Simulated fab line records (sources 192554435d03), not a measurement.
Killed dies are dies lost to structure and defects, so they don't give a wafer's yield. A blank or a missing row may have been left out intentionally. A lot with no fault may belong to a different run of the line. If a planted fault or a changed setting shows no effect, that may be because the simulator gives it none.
What tool caused it? | flow n5Finfet | 42 wafers from 14 lots sampled at 4 of the route's 1938 steps

WHAT EACH GAUGE READ, for each wafer
N5_MOL_CONTACT_COAG_CD_MEAS_84: the cd target is 25.1 nm. Usual: cdNm reads 25.07 nm (standard deviation 0.25).
lot  | measured     | on       | cdNm (nm)         | flag
L294 | day 5 13:46  | cdSem-01 | 25.19 25.33 25.22 | 
L295 | day 5 15:14  | cdSem-02 | 25.18 24.96 24.85 | 
L296 | day 5 20:46  | cdSem-01 | 25.74 24.76 24.72 | 
L297 | day 6 02:40  | cdSem-03 | 24.90 24.53 24.99 | 
L298 | day 6 10:31  | cdSem-02 | 25.60 25.14 25.09 | 
L300 | day 6 23:34  | cdSem-01 | 24.74 25.01 24.81 | 
L303 | day 7 15:13  | cdSem-02 | 25.12 24.85 25.17 | 
L304 | day 7 23:11  | cdSem-03 | 24.94 25.43 24.96 | 
L306 | day 8 12:17  | cdSem-03 | 24.73 25.00 24.94 | 
L307 | day 8 16:52  | cdSem-02 | - - -             | OFF
L308 | day 8 22:02  | cdSem-03 | - - -             | OFF
L314 | day 10 09:11 | cdSem-01 | 25.15 25.20 25.24 | 
L315 | day 10 16:01 | cdSem-01 | 25.56 25.23 25.23 | 
L316 | day 10 19:16 | cdSem-02 | 25.06 25.06 24.92 | 

EACH LOT AND THE TOOL THAT RAN IT (in order: tool; ch and the chambers of the sampled wafers; start)
lot  | N5_MOL_CONTACT_COAG_ETCH_110     | N5_MOL_CONTACT_COAG_PRE_CLEAN_142 | N5_MOL_CONTACT_COAG_PEB_82
L294 | rieDiel-03 ch 0,1,3, day 5 05:30 | pvdSputter-01, day 5 09:34        | lithoTrack-01 ch 0, day 5 13:41
L295 | rieDiel-05 ch 1,2, day 5 05:31   | pvdSputter-03, day 5 09:42        | lithoTrack-03 ch 0, day 5 15:10
L296 | rieDiel-06 ch 1,2,3, day 5 12:19 | pvdSputter-01, day 5 16:49        | lithoTrack-03 ch 0, day 5 20:41
L297 | rieDiel-05 ch 1,3, day 5 18:18   | pvdSputter-03, day 5 22:52        | lithoTrack-03 ch 0, day 6 02:35
L298 | rieDiel-06 ch 1,2, day 6 01:45   | pvdSputter-03, day 6 06:40        | lithoTrack-03 ch 0, day 6 10:26
L300 | rieDiel-03 ch 0,3, day 6 12:52   | pvdSputter-03, day 6 19:37        | lithoTrack-03 ch 0, day 6 23:29
L303 | rieDiel-05 ch 0,1,2, day 7 06:36 | pvdSputter-01, day 7 11:15        | lithoTrack-05 ch 0, day 7 15:09
L304 | rieDiel-06 ch 0,1,3, day 7 13:55 | pvdSputter-03, day 7 19:02        | lithoTrack-03 ch 0, day 7 23:08
L306 | rieDiel-06 ch 0,1, day 8 00:22   | pvdSputter-02, day 8 05:58        | lithoTrack-01 ch 0, day 8 12:14
L307 | rieDiel-05 ch 1,3, day 8 05:46   | pvdSputter-03, day 8 11:13        | lithoTrack-01, day 8 16:49
L308 | rieDiel-05 ch 0,3, day 8 13:41   | pvdSputter-02, day 8 17:48        | lithoTrack-01, day 8 21:58
L314 | rieDiel-06 ch 1,2,3, day 9 21:50 | pvdSputter-01, day 10 04:32       | lithoTrack-05 ch 0, day 10 09:07
L315 | rieDiel-05 ch 1,3, day 10 06:08  | pvdSputter-02, day 10 11:07       | lithoTrack-05 ch 0, day 10 15:56
L316 | rieDiel-06 ch 1,2, day 10 10:08  | pvdSputter-02, day 10 15:27       | lithoTrack-01 ch 0, day 10 19:12
- N5_MOL_CONTACT_COAG_ETCH_110: etches Si in CF4/O2, target depth 2.5 nm, time 8 s.
- N5_MOL_CONTACT_COAG_PRE_CLEAN_142: time 60 s.
- N5_MOL_CONTACT_COAG_PEB_82: peb time 60 s.

AS READ BY THE TOOLS THEMSELVES (means over the sampled wafers that have a number; for cases with no such wafer, the mark the record gives instead)
N5_MOL_CONTACT_COAG_ETCH_110. Usual: drypumpMotorCurrentA 5.6 A, standard deviation 0.43; oes_ar_750_au 0.78 a.u., standard deviation 0.079; oesProductAu 0.77 a.u., standard deviation 0.086; rfVppV 127.3 V, standard deviation 2.9; showerheadPlenumPTorr 2.21 Torr, standard deviation 0.069; throttleValvePct 10.75 %, standard deviation 0.22.
lot  | tool       | drypumpMotorCurrentA (A) | oes_ar_750_au (a.u.) | oesProductAu (a.u.) | rfVppV (V) | showerheadPlenumPTorr (Torr) | throttleValvePct (%) | flag
L294 | rieDiel-03 | 5.7                      | 0.82                 | 0.83                | 129.1      | 2.21                         | 10.77                | 
L295 | rieDiel-05 | 5.3                      | 0.76                 | 0.75                | 129.2      | 2.24                         | 10.71                | 
L296 | rieDiel-06 | 5.8                      | 0.74                 | 0.74                | 126.3      | 2.16                         | 10.74                | 
L297 | rieDiel-05 | 5.2                      | 0.73                 | 0.73                | 127.6      | 2.20                         | 10.95                | 
L298 | rieDiel-06 | 5.6                      | 0.72                 | 0.71                | 124.2      | 2.15                         | 10.83                | 
L300 | rieDiel-03 | 5.8                      | 0.88                 | 0.89                | 128.5      | 2.18                         | 10.53                | 
L303 | rieDiel-05 | 5.5                      | 0.74                 | 0.74                | 126.9      | 2.24                         | 10.77                | 
L304 | rieDiel-06 | 5.6                      | 0.74                 | 0.74                | 128.8      | 2.21                         | 10.80                | 
L306 | rieDiel-06 | 5.1                      | 0.72                 | 0.72                | 129.9      | 2.26                         | 10.87                | 
L307 | rieDiel-05 | 5.2                      | 0.86                 | 0.86                | 129.2      | 2.19                         | 10.67                | 
L308 | rieDiel-05 | 5.4                      | 0.85                 | 0.86                | 126.1      | 2.19                         | 10.68                | 
L314 | rieDiel-06 | 5.8                      | 0.81                 | 0.80                | 126.6      | 2.23                         | 10.60                | 
L315 | rieDiel-05 | 5.2                      | 0.83                 | 0.84                | 127.4      | 2.19                         | 10.72                | 
L316 | rieDiel-06 | 5.5                      | 0.82                 | 0.81                | 126.0      | 2.26                         | 10.52                | 

N5_MOL_CONTACT_COAG_PRE_CLEAN_142. Usual: heaterPowerW reads 506 W (standard deviation 70).
lot  | tool          | heaterPowerW (W) | flag
L294 | pvdSputter-01 | 507              | 
L295 | pvdSputter-03 | 537              | 
L296 | pvdSputter-01 | 554              | 
L297 | pvdSputter-03 | 504              | 
L298 | pvdSputter-03 | 501              | 
L300 | pvdSputter-03 | 480              | 
L303 | pvdSputter-01 | 538              | 
L304 | pvdSputter-03 | 495              | 
L306 | pvdSputter-02 | 506              | 
L307 | pvdSputter-03 | 493              | 
L308 | pvdSputter-02 | 494              | 
L314 | pvdSputter-01 | 531              | 
L315 | pvdSputter-02 | 521              | 
L316 | pvdSputter-02 | 467              | 

N5_MOL_CONTACT_COAG_PEB_82. Usual: chillPlateTempC 23.01 C, standard deviation 0.11; exhaustPa 45.0 Pa, standard deviation 0.98.
lot  | tool          | chillPlateTempC (C) | exhaustPa (Pa) | flag
L294 | lithoTrack-01 | 23.20               | 43.9           | 
L295 | lithoTrack-03 | 23.10               | 45.0           | 
L296 | lithoTrack-03 | 22.83               | 45.6           | 
L297 | lithoTrack-03 | 23.06               | 46.2           | 
L298 | lithoTrack-03 | 23.11               | 44.6           | 
L300 | lithoTrack-03 | 23.05               | 44.1           | 
L303 | lithoTrack-05 | 22.93               | 44.9           | 
L304 | lithoTrack-03 | 23.12               | 45.6           | 
L306 | lithoTrack-01 | 23.01               | 44.7           | 
L307 | lithoTrack-01 | -                   | -              | OFF
L308 | lithoTrack-01 | -                   | -              | OFF
L314 | lithoTrack-05 | 22.98               | 45.7           | 
L315 | lithoTrack-05 | 23.08               | 43.7           | 
L316 | lithoTrack-01 | 23.08               | 45.6           | 

THE ANSWER, worked out from the rows above alone
Rule: a lot is off if the mean of its wafers that have a number lies more than 3 standard deviations from the usual mean. Also off: a lot with no number at a reading for which 4 or more lots have one. All remaining lots with rows at the step are treated as sound. The gauges are gone through in route order, then the tools' own readings, and for those a lot's mean is taken as printed above. At the first step where some lot is off, the reading lying furthest off is the one used; lots without a number count as furthest.
Off, at N5_MOL_CONTACT_COAG_CD_MEAS_84 on cdNm: L307, L308. Without a number there: L307, L308.
If a tool, at a process step before that reading, ran all the lots that are off and no sound lot after the first of them, it fits. The gauges at N5_MOL_CONTACT_COAG_CD_MEAS_84 aren't tried: what is off there is off at N5_MOL_CONTACT_COAG_PEB_82 too, on other tools, and a gauge's error can't cause that. Of those tried, none fits.

WHAT THE SIMULATOR HAD INSERTED
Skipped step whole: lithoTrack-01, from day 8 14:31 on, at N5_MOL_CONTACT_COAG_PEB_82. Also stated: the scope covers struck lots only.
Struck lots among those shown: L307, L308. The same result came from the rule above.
